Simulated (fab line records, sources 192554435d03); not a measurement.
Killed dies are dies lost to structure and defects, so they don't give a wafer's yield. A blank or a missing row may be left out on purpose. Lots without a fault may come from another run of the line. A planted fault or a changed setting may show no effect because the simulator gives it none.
fab line records | flow n5_finfet | part 1 of 2: steps 1 to 15 of 27
record lots=5 wafers=15 last_day=17
route steps=1938 shown BEOL_M4@1057
lots that met no fault: from a run of the same line without faults
start_h: hours from the record's first day to the start of the lot's first wafer shown | wait_h: hours since the lot's step before | " the same as in the row above | L1.1+2: a row that stands for several wafers | - no value, or no start given | * or withheld: withheld | < > ~ a bound
route shown NAME@n: a module of which the file shows steps, and the number in the route of the first | usual: mean/standard deviation of fault-free wafers | same: alike in all rows | chamber/n: place in a boat | sites: the reading at each site | _std_site: their standard deviation | _edge_site: outer sites' mean less inner sites' | radius_mm: how far each site lies from the wafer's centre | mask NAME#n: copy n | behind: the tool/chamber that last shaped the wafer | hold: why the lot was held/for how many hours/how that ended | device: the transistor (n, p or np) that didn't switch | end of line: the same wafers' tests at the end of the route | a step without rows: its recipe alone | killed: dies lost to structure and defects at the first sort, not the wafer's yield | map: a wafer's dies, x killed, . not, _ none there
set.NAME: the setting as run; set.NAME@STEP: as run at that earlier step | model.NAME: the simulator's own value behind a step, which no gauge read
lots at some steps of the route; a table a step, a row a wafer
services: from which hour (start_h, from the record's first day; less than 0 if before it) a tool's chamber was out of use, for how many hours, and why
## steps
# step N5_BEOL_M4_OVL_MEAS_29
# recipe points_per_wafer=522
# usual V3_OVL=0.0/0.65
# columns lot.wafer tool chamber start_h wait_h V3_OVL[nm]
L074.2 overlay-01 0 154.78 0.0 -0.8
L074.3 " 0 " " -0.6
L074.6 " 0 " " 0.0
L084.1 overlay-01 0 221.36 0.0 0.1
L084.3 " 0 " " -0.2
L084.6 " 0 " " 0.1
L091.1 overlay-02 0 270.17 0.0 0.0
L091.3 " 0 " " 0.0
L091.4 " 0 " " 1.2
L094.2 overlay-02 0 272.64 0.0 -0.3
L094.3 " 0 " " -0.4
L094.4 " 0 " " -0.6
L096.2 overlay-02 0 292.33 0.0 0.5
L096.3 " 0 " " -0.3
L096.6 " 0 " " 0.7
# step N5_BEOL_M4_INSPECT_30
# recipe mode=adi inspect_instrument=brightfield
# usual raw_defect_count=412/110
# columns lot.wafer tool chamber start_h wait_h raw_defect_count
L074.2 defect_inspect-01 - 154.84 0.0 478
L074.3 " - " " 439
L074.6 " - " " 562
L084.1 defect_inspect-02 - 221.41 0.1 548
L084.3 " - " " 463
L084.6 " - " " 516
L091.1 defect_inspect-02 - 270.23 0.1 630
L091.3 " - " " 565
L091.4 " - " " 417
L094.2 defect_inspect-01 - 272.71 0.1 295
L094.3 " - " " 328
L094.4 " - " " 303
L096.2 defect_inspect-02 - 292.38 0.0 323
L096.3 " - " " 438
L096.6 " - " " 331
# step N5_BEOL_M4_DESCUM_33
# recipe chemistry=O2 time_s=7 source_power_w=50 bias_power_w=20 pressure_mtorr=20 rf_frequency_hz=2.712e+07 temp_c=40 resist=CAR-EUV o2_flow_sccm=225
# usual drypump_motor_current_A=5.6/0.45 oes_product_au=0.81/0.081 rf_vpp_V=243.1/1.4 showerhead_plenum_p_Torr=2.09/0.08 throttle_valve_pct=20.41/0.24
# columns lot.wafer tool chamber start_h wait_h drypump_motor_current_A oes_product_au rf_hours_counter_h rf_vpp_V showerhead_plenum_p_Torr throttle_valve_pct
L074.2 rie_diel-05 1 154.87 0.0 6.1 0.93 11 243.4 2.14 20.13
L074.3 " 3 " " 5.0 0.92 19 245.9 2.23 20.21
L074.6 " 0 " " 5.5 0.89 - 243.5 2.04 20.11
L084.1 rie_diel-05 0 221.45 0.0 5.5 0.85 53 241.3 2.03 20.15
L084.3 " 3 " " 4.9 0.87 43 245.2 2.22 20.28
L084.6 " 3 " " 5.0 0.87 - 243.7 2.22 20.27
L091.1 rie_diel-01 0 270.26 0.0 6.2 0.98 2 243.2 2.06 20.46
L091.3 " 2 " " 5.3 0.75 150 243.1 2.01 20.35
L091.4 " 3 " " 5.3 0.77 - 240.3 2.01 20.11
L094.2 rie_diel-01 2 272.74 0.0 5.2 0.74 152 241.3 2.01 20.35
L094.3 " 0 " " 6.2 0.97 4 242.1 2.06 20.48
L094.4 " 0 " " 6.2 0.97 - 243.8 2.06 20.47
L096.2 rie_diel-05 0 292.42 0.0 5.5 0.81 76 242.2 2.02 20.21
L096.3 " 2 " " 5.6 0.81 109 242.3 2.01 20.62
L096.6 " 3 " " 5.0 0.83 - 245.8 2.21 20.29
# step N5_BEOL_M4_ETCH_77
# recipe chemistry=N2/H2 target=underlayer target_depth_a=65 mask_material=CAR-EUV time_s=5.2 ion_energy_ev=200 pressure_mtorr=30 source_w=840 bias_w=150 n2_flow_sccm=200 h2_flow_sccm=200 ends=cleared
# usual drypump_motor_current_A=5.6/0.45 etch_rf_on_time_s=5.17/0.082 oes_product_au=0.69/0.068 rf_vpp_V=524/3.1 showerhead_plenum_p_Torr=2.54/0.095 throttle_valve_pct=17.83/0.23
# columns lot.wafer tool chamber start_h wait_h drypump_motor_current_A etch_rf_on_time_s oes_product_au rf_hours_counter_h rf_vpp_V showerhead_plenum_p_Torr throttle_valve_pct
L074.2 rie_diel-05 1 154.90 0.0 6.1 5.10 0.80 11 524 2.59 17.50
L074.3 " 3 " " 5.0 5.06 0.78 19 528 2.71 17.53
L074.6 " 0 " " 5.5 5.21 0.75 - 523 2.48 17.57
L084.1 rie_diel-05 0 221.48 0.0 5.5 5.19 0.74 53 524 2.47 17.62
L084.3 " 3 " " 5.0 5.10 0.73 43 529 2.70 17.56
L084.6 " 3 " " 5.0 5.10 0.73 - 527 2.70 17.58
L091.1 rie_diel-01 0 270.30 0.0 6.2 5.10 0.84 2 523 2.51 17.91
L091.3 " 2 " " 5.3 5.15 0.65 150 521 2.44 17.86
L091.4 " 3 " " 5.3 5.24 0.66 - 520 2.45 17.62
L094.2 rie_diel-01 2 272.77 0.0 5.3 5.15 0.65 152 521 2.44 17.82
L094.3 " 0 " " 6.2 5.05 0.82 4 523 2.51 17.91
L094.4 " 0 " " 6.2 5.04 0.82 - 523 2.51 17.91
L096.2 rie_diel-05 0 292.45 0.0 5.5 5.24 0.70 76 520 2.46 17.65
L096.3 " 2 " " 5.6 5.04 0.71 109 522 2.45 18.08
L096.6 " 3 " " 5.0 5.15 0.72 - 527 2.68 17.62
# step N5_BEOL_M4_ETCH_69
# recipe chemistry=CF4 target=SiARC target_depth_a=156 mask_material=CAR-EUV time_s=26 ion_energy_ev=80 pressure_mtorr=40 source_w=545 bias_w=36 Ar_flow_sccm=100 cf4_flow_sccm=100 ends=cleared
# usual drypump_motor_current_A=5.6/0.45 etch_rf_on_time_s=25.8/0.35 oes_product_au=0.69/0.069 rf_vpp_V=184.0/1.2 showerhead_plenum_p_Torr=2.14/0.075 throttle_valve_pct=15.59/0.25
# columns lot.wafer tool chamber start_h wait_h drypump_motor_current_A etch_rf_on_time_s oes_product_au rf_hours_counter_h rf_vpp_V showerhead_plenum_p_Torr throttle_valve_pct
L074.2 rie_diel-05 1 154.92 0.0 6.1 25.4 0.82 11 184.8 2.19 15.25
L074.3 " 3 " " 5.0 25.8 0.77 19 185.2 2.27 15.40
L074.6 " 0 " " 5.4 25.9 0.75 - 183.1 2.10 15.33
L084.1 rie_diel-05 0 221.50 0.0 5.5 25.9 0.73 53 182.1 2.10 15.37
L084.3 " 3 " " 5.0 26.0 0.73 43 186.0 2.26 15.46
L084.6 " 3 " " 5.0 25.5 0.73 - 185.3 2.26 15.46
L091.1 rie_diel-01 0 270.31 0.0 6.1 25.0 0.84 2 182.7 2.11 15.61
L091.3 " 2 " " 5.3 25.6 0.64 150 184.3 2.06 15.48
L091.4 " 3 " " 5.3 26.0 0.66 - 183.4 2.06 15.29
L094.2 rie_diel-01 2 272.79 0.0 5.3 25.7 0.65 152 183.5 2.06 15.50
L094.3 " 0 " " 6.2 25.0 0.84 4 182.3 2.11 15.60
L094.4 " 0 " " 6.2 25.1 0.84 - 184.2 2.11 15.59
L096.2 rie_diel-05 0 292.47 0.0 5.5 26.4 0.69 76 184.7 2.09 15.42
L096.3 " 2 " " 5.6 25.3 0.70 109 182.2 2.07 15.86
L096.6 " 3 " " 5.0 26.1 0.71 - 184.4 2.25 15.52
# step N5_BEOL_M4_ALD_98
# recipe material=SiO2 target_thk_a=25 temp_c=100 ald_precursor_family=BDEAS ald_co_reactant=O2-plasma pulse_time_s=1 co_reactant_pulse_time_s=1 purge_time_s=2 co_reactant_purge_time_s=2 ald_cycles=17 pressure_torr=2
# usual heater_power_w=79/6.4 precursor_pulse_height_rel=0.999/0.02
# columns lot.wafer tool chamber start_h wait_h heater_power_w precursor_pulse_height_rel
L074.2 ald_sin-02 0 155.16 0.2 72 1.013
L074.3 " 3 " " 77 0.970
L074.6 " 0 " " 71 1.016
L084.1 ald_sin-02 0 221.58 0.1 70 1.022
L084.3 " 1 " " 80 0.988
L084.6 " 3 " " 77 1.005
L091.1 ald_sin-03 3 270.40 0.1 86 0.985
L091.3 " 0 " " 85 1.008
L091.4 " 2 " " 71 0.993
L094.2 ald_sin-04 1 273.11 0.3 76 1.031
L094.3 " 0 " " 84 1.020
L094.4 " 1 " " 76 0.976
L096.2 ald_sin-04 1 292.55 0.1 75 0.989
L096.3 " 0 " " 85 1.006
L096.6 " 3 " " 88 0.992
# step N5_BEOL_M4_ETCHBACK_99
# recipe chemistry=CHF3 target=SiO2 target_depth_a=50 time_s=10.4 source_w=215 bias_w=47 Ar_flow_sccm=200 CHF3_flow_sccm=12 ion_energy_ev=100 pressure_mtorr=30
# usual drypump_motor_current_A=5.6/0.43 oes_product_au=0.79/0.075 rf_vpp_V=239.8/1.9 showerhead_plenum_p_Torr=2.15/0.076 throttle_valve_pct=17.07/0.27
# columns lot.wafer tool chamber start_h wait_h drypump_motor_current_A oes_product_au rf_hours_counter_h rf_vpp_V showerhead_plenum_p_Torr throttle_valve_pct
L074.2 rie_diel-01 1 155.66 0.4 5.7 0.69 217 240.8 2.14 17.23
L074.3 " 0 " " 6.2 0.70 218 239.3 2.14 17.51
L074.6 " 0 " " 6.2 0.70 - 238.6 2.14 17.51
L084.1 rie_diel-01 0 221.77 0.1 6.2 0.69 241 238.3 2.13 17.53
L084.3 " 3 " " 5.4 0.79 111 240.9 2.08 16.75
L084.6 " 1 " " 5.6 0.68 - 240.5 2.13 17.29
L091.1 rie_diel-05 3 274.27 3.8 5.0 0.83 61 242.2 2.28 16.99
L091.3 " 0 " " 5.5 0.83 70 240.0 2.09 16.85
L091.4 " 1 " " 6.1 0.85 52 240.8 2.18 16.76
L094.2 rie_diel-06 3 274.94 1.8 5.7 0.90 14 241.6 2.20 17.08
L094.3 " 2 " " 5.8 0.69 242 238.0 2.12 17.33
L094.4 " 0 " " 4.8 0.80 92 242.1 2.26 17.24
L096.2 rie_diel-05 0 302.74 10.1 5.6 0.81 80 239.9 2.09 16.87
L096.3 " 2 " " 5.6 0.81 112 238.8 2.07 17.32
L096.6 " 1 " " 6.1 0.84 - 239.7 2.17 16.76
# step N5_BEOL_M4_ETCH_70
# recipe chemistry=N2/H2 target=SOC target_depth_a=800 overetch_a=240 mask_material=SiARC temp_c=40 time_s=130 ion_energy_ev=200 pressure_mtorr=30 source_w=840 bias_w=150 n2_flow_sccm=200 h2_flow_sccm=200
# usual drypump_motor_current_A=5.6/0.44 oes_product_au=0.59/0.052 rf_vpp_V=523.9/2.6 showerhead_plenum_p_Torr=2.54/0.089 throttle_valve_pct=17.81/0.24
# columns lot.wafer tool chamber start_h wait_h drypump_motor_current_A oes_product_au rf_hours_counter_h rf_vpp_V showerhead_plenum_p_Torr throttle_valve_pct
L074.2 rie_diel-01 1 155.69 0.0 5.6 0.51 217 524.2 2.51 17.93
L074.3 " 0 " " 6.2 0.52 218 522.1 2.52 18.23
L074.6 " 0 " " 6.2 0.52 - 523.0 2.52 18.22
L084.1 rie_diel-01 0 221.81 0.0 6.2 0.51 241 524.0 2.51 18.27
L084.3 " 3 " " 5.3 0.58 111 521.8 2.45 17.54
L084.6 " 1 " " 5.6 0.50 - 522.5 2.50 17.95
L091.1 rie_diel-05 3 274.30 0.0 5.0 0.61 61 530.1 2.69 17.57
L091.3 " 0 " " 5.5 0.60 70 522.2 2.47 17.57
L091.4 " 1 " " 6.1 0.63 52 525.7 2.57 17.54
L094.2 rie_diel-06 3 274.98 0.0 5.7 0.67 14 526.4 2.60 17.79
L094.3 " 2 " " 5.8 0.51 242 522.8 2.50 18.04
L094.4 " 0 " " 4.8 0.59 92 528.4 2.67 17.88
L096.2 rie_diel-05 0 302.77 0.0 5.5 0.60 80 522.3 2.46 17.60
L096.3 " 2 " " 5.7 0.59 112 522.2 2.45 18.05
L096.6 " 1 " " 6.1 0.62 - 524.0 2.57 17.55
# step N5_BEOL_M4_STRIP_71
# recipe chemistry=N2/H2 temp_c=40 n2_flow_sccm=200 h2_flow_sccm=200 rf_frequency_hz=6e+07
# columns lot.wafer tool chamber start_h wait_h
L074.2+3+6 rie_diel-01 1,0,0 155.78 0.0
L084.1+3+6 rie_diel-01 0,3,1 221.90 0.0
L091.1+3+4 rie_diel-05 3,0,1 274.39 0.0
L094.2+3+4 rie_diel-06 3,2,0 275.06 0.0
L096.2+3+6 rie_diel-05 0,2,1 302.86 0.0
# step N5_BEOL_M4_STRIP_78
# recipe chemistry=N2/H2 temp_c=40 n2_flow_sccm=200 h2_flow_sccm=200 rf_frequency_hz=6e+07
# columns lot.wafer tool chamber start_h wait_h
L074.2+3+6 rie_diel-01 1,0,0 155.79 0.0
L084.1+3+6 rie_diel-01 0,3,1 221.91 0.0
L091.1+3+4 rie_diel-05 3,0,1 274.40 0.0
L094.2+3+4 rie_diel-06 3,2,0 275.07 0.0
L096.2+3+6 rie_diel-05 0,2,1 302.87 0.0
# step N5_BEOL_M4_VIA_ETCH_34
# recipe chemistry=C4F6/O2 target_depth_a=694 mask_material=SOC pressure_mtorr=15 ion_energy_ev=250 taper_deg=4 time_s=65.9 source_w=350 bias_w=170 Ar_flow_sccm=300 C4F6_flow_sccm=10 O2_flow_sccm=10
# usual drypump_motor_current_A=5.6/0.44 oes_product_au=0.79/0.076 rf_vpp_V=663/4.8 showerhead_plenum_p_Torr=2.84/0.097 throttle_valve_pct=30.74/0.28
# columns lot.wafer tool chamber start_h wait_h drypump_motor_current_A oes_product_au rf_hours_counter_h rf_vpp_V showerhead_plenum_p_Torr throttle_valve_pct
L074.2 rie_diel-01 1 155.80 0.0 5.7 0.69 217 663 2.82 30.91
L074.3 " 0 " " 6.2 0.70 218 660 2.82 31.16
L074.6 " 0 " " 6.2 0.69 - 658 2.82 31.16
L084.1 rie_diel-01 0 221.92 0.0 6.2 0.68 241 658 2.81 31.17
L084.3 " 3 " " 5.3 0.79 111 669 2.75 30.32
L084.6 " 1 " " 5.6 0.69 - 662 2.81 30.94
L091.1 rie_diel-05 3 274.41 0.0 5.0 0.83 61 674 3.00 30.60
L091.3 " 0 " " 5.5 0.82 70 663 2.77 30.62
L091.4 " 1 " " 6.1 0.86 52 663 2.87 30.39
L094.2 rie_diel-06 3 275.08 0.0 5.7 0.93 14 669 2.91 30.90
L094.3 " 2 " " 5.8 0.68 242 658 2.80 30.90
L094.4 " 0 " " 4.8 0.81 92 667 2.98 30.89
L096.2 rie_diel-05 0 302.88 0.0 5.5 0.82 80 663 2.76 30.63
L096.3 " 2 " " 5.7 0.81 112 657 2.74 30.96
L096.6 " 1 " " 6.1 0.84 - 662 2.87 30.38
# step N5_BEOL_M4_STRIP_83
# recipe chemistry=C4F6/O2 resist=SiARC rf_frequency_hz=6e+07
# columns lot.wafer tool chamber start_h wait_h
L074.2+3+6 rie_diel-01 1,0,0 155.85 0.0
L084.1+3+6 rie_diel-01 0,3,1 221.97 0.0
L091.1+3+4 rie_diel-05 3,0,1 274.46 0.0
L094.2+3+4 rie_diel-06 3,2,0 275.13 0.0
L096.2+3+6 rie_diel-05 0,2,1 302.93 0.0
# step N5_BEOL_M4_STRIP_36
# recipe chemistry=N2/H2 power_w=450 temp_c=40 pressure_mtorr=20 rf_frequency_hz=6e+07 overash_fraction=0.3 bias_power_w=7 h2_frac=0.5 n2_flow_sccm=200 h2_flow_sccm=200
# usual drypump_motor_current_A=5.6/0.44 oes_product_au=0.79/0.074 rf_vpp_V=59.0/1.5 showerhead_plenum_p_Torr=2.53/0.089 throttle_valve_pct=23.64/0.23
# same overash_fraction=0.3
# columns lot.wafer tool chamber start_h wait_h drypump_motor_current_A oes_product_au rf_hours_counter_h rf_vpp_V showerhead_plenum_p_Torr throttle_valve_pct
L074.2 rie_diel-01 1 155.86 0.0 5.7 0.70 217 60.2 2.50 23.77
L074.3 " 0 " " 6.2 0.70 218 60.4 2.52 24.04
L074.6 " 0 " " 6.2 0.70 - 57.5 2.52 24.02
L084.1 rie_diel-01 0 221.98 0.0 6.2 0.68 241 58.2 2.51 24.06
L084.3 " 3 " " 5.4 0.78 111 58.5 2.45 23.42
L084.6 " 1 " " 5.7 0.69 - 57.3 2.49 23.74
L091.1 rie_diel-05 3 274.47 0.0 5.0 0.84 61 59.3 2.68 23.21
L091.3 " 0 " " 5.5 0.83 70 57.2 2.46 23.46
L091.4 " 1 " " 6.1 0.85 52 59.0 2.57 23.45
L094.2 rie_diel-06 3 275.14 0.0 5.7 0.93 14 62.2 2.59 23.60
L094.3 " 2 " " 5.8 0.70 242 60.5 2.50 23.76
L094.4 " 0 " " 4.8 0.81 92 58.9 2.66 23.57
L096.2 rie_diel-05 0 302.94 0.0 5.5 0.80 80 58.2 2.46 23.44
L096.3 " 2 " " 5.6 0.82 112 56.5 2.44 23.87
L096.6 " 1 " " 6.1 0.85 - 57.7 2.56 23.44
# step N5_BEOL_M4_TRENCH_ETCH_37
# recipe chemistry=C4F6/O2 target_depth_a=555.55 target=SiOC time_s=29.2 ion_energy_ev=250 pressure_mtorr=30 source_w=355 bias_w=185 Ar_flow_sccm=300 C4F6_flow_sccm=10 O2_flow_sccm=10
# usual drypump_motor_current_A=5.6/0.44 oes_product_au=0.79/0.075 rf_vpp_V=663/4.9 showerhead_plenum_p_Torr=2.84/0.097 throttle_valve_pct=20.86/0.27
# columns lot.wafer tool chamber start_h wait_h drypump_motor_current_A oes_product_au rf_hours_counter_h rf_vpp_V showerhead_plenum_p_Torr throttle_valve_pct
L074.2 rie_diel-01 1 - - 5.6 0.70 217 662 2.83 21.01
L074.3 " 0 " " 6.2 0.70 218 657 2.83 21.28
L074.6 " 0 " " 6.2 0.71 - 660 2.83 21.28
L084.1 rie_diel-01 0 - - 6.2 0.69 241 657 2.82 21.31
L084.3 " 3 " " 5.4 0.79 111 667 2.75 20.51
L084.6 " 1 " " 5.7 0.68 - 664 2.81 21.04
L091.1 rie_diel-05 3 - - 5.0 0.83 61 674 3.01 20.77
L091.3 " 0 " " 5.5 0.81 70 664 2.77 20.66
L091.4 " 1 " " 6.1 0.86 52 662 2.88 20.56
L094.2 rie_diel-06 3 - - 5.7 0.93 14 668 2.91 20.95
L094.3 " 2 " " 5.8 0.69 242 658 2.81 21.08
L094.4 " 0 " " 4.8 0.81 92 666 2.98 21.03
L096.2 rie_diel-05 0 - - 5.5 0.81 80 662 2.77 20.64
L096.3 " 2 " " 5.7 0.81 112 658 2.75 21.12
L096.6 " 1 " " 6.1 0.84 - 662 2.87 20.56
# step N5_BEOL_M4_ETCH_41
# recipe chemistry=CH3F/O2 target=SiCN target_depth_a=299 taper_deg=2 time_s=52.5 ion_energy_ev=120 mask_material=TiN pressure_mtorr=30 source_w=395 bias_w=75 Ar_flow_sccm=150 CH3F_flow_sccm=30 O2_flow_sccm=20
# usual drypump_motor_current_A=5.6/0.44 oes_product_au=0.79/0.075 rf_vpp_V=297.2/1.6 showerhead_plenum_p_Torr=2.00/0.071 throttle_valve_pct=16.32/0.26
# columns lot.wafer tool chamber start_h wait_h drypump_motor_current_A oes_product_au rf_hours_counter_h rf_vpp_V showerhead_plenum_p_Torr throttle_valve_pct
L074.2 rie_diel-01 1 - - 5.6 0.70 217 296.7 1.98 16.49
L074.3 " 0 " " 6.2 0.70 218 297.2 1.99 16.77
L074.6 " 0 " " 6.2 0.70 - 296.9 1.99 16.74
L084.1 rie_diel-01 0 - - 6.2 0.69 241 295.5 1.98 16.81
L084.3 " 3 " " 5.3 0.79 111 296.5 1.93 15.99
L084.6 " 1 " " 5.6 0.68 - 296.2 1.98 16.52
L091.1 rie_diel-05 3 - - 4.9 0.83 61 298.8 2.12 16.24
L091.3 " 0 " " 5.5 0.82 70 297.4 1.94 16.11
L091.4 " 1 " " 6.1 0.86 52 298.2 2.03 16.00
L094.2 rie_diel-06 3 - - 5.7 0.91 14 297.6 2.05 16.33
L094.3 " 2 " " 5.8 0.69 242 297.0 1.97 16.60
L094.4 " 0 " " 4.8 0.81 92 298.5 2.10 16.48
L096.2 rie_diel-05 0 - - 5.5 0.81 80 296.7 1.94 16.10
L096.3 " 2 " " 5.7 0.83 112 295.7 1.93 16.57
L096.6 " 1 " " 6.1 0.85 - 297.4 2.02 16.01
